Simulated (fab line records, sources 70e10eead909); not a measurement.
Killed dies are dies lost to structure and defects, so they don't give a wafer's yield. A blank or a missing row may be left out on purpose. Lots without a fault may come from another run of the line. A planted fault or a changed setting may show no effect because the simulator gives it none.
Chamber matching | flow nand_harc | NHARC_A_STAIRCASE_ETCH_17 on rie_diel-03: 4 sister chambers
The step etches the open film in C4F8/O2, target depth 100 nm, time 40.5 s. 8 wafers are shown with their chamber, then 7 later ones without.

WAFERS WITH THEIR CHAMBER
wafer  | chamber | run_length_s (s) | rf_vpp_V (V)
L825.1 | 1       | 61.8             | 905
L836.2 | 2       | 61.8             | 886
L836.3 | 1       | 61.9             | 903
L840.1 | 3       | 61.2             | 898
L840.2 | 0       | 62.2             | 894
L840.3 | 2       | 61.4             | 906
L843.2 | 3       | 61.1             | 899
L843.3 | 0       | 62.0             | 893

WAFERS WITHOUT THEIR CHAMBER
wafer  | run_length_s (s) | rf_vpp_V (V)
L843.5 | 61.7             | 906
L844.1 | 61.1             | 898
L844.3 | 62.1             | 894
L844.4 | 61.8             | 907
L847.2 | 61.8             | 902
L847.3 | 61.3             | 898
L847.4 | 61.5             | 905

WHICH CHAMBER EACH WENT THROUGH
wafer  | from the rows above          | in truth
L843.5 | can't be placed: 1 or 2      | 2
L844.1 | 3                            | 3
L844.3 | can't be placed: 0 or 1      | 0
L844.4 | can't be placed: 1 or 2      | 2
L847.2 | can't be placed: 1 or 2 or 0 | 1
L847.3 | can't be placed: 3 or 2      | 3
L847.4 | can't be placed: 2 or 1 or 3 | 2
Placed correctly: 1 of 7. Can't be placed from these rows: 6 (the true chamber is among the candidates in 6). Placed wrongly: 0.
How it was worked out, from the rows above alone: a wafer's distance from a chamber is the root of the sum, over the readings, of the square of ((its reading less the chamber's mean) divided by the reading's scatter). The wafer belongs to the nearest chamber; if the next one is less than 2 further off, it can't be placed. A chamber's mean is the mean of its shown wafers. The scatter: the root of (the sum of the squares of (reading less its chamber's mean) over the shown wafers, divided by (wafers less chambers)).
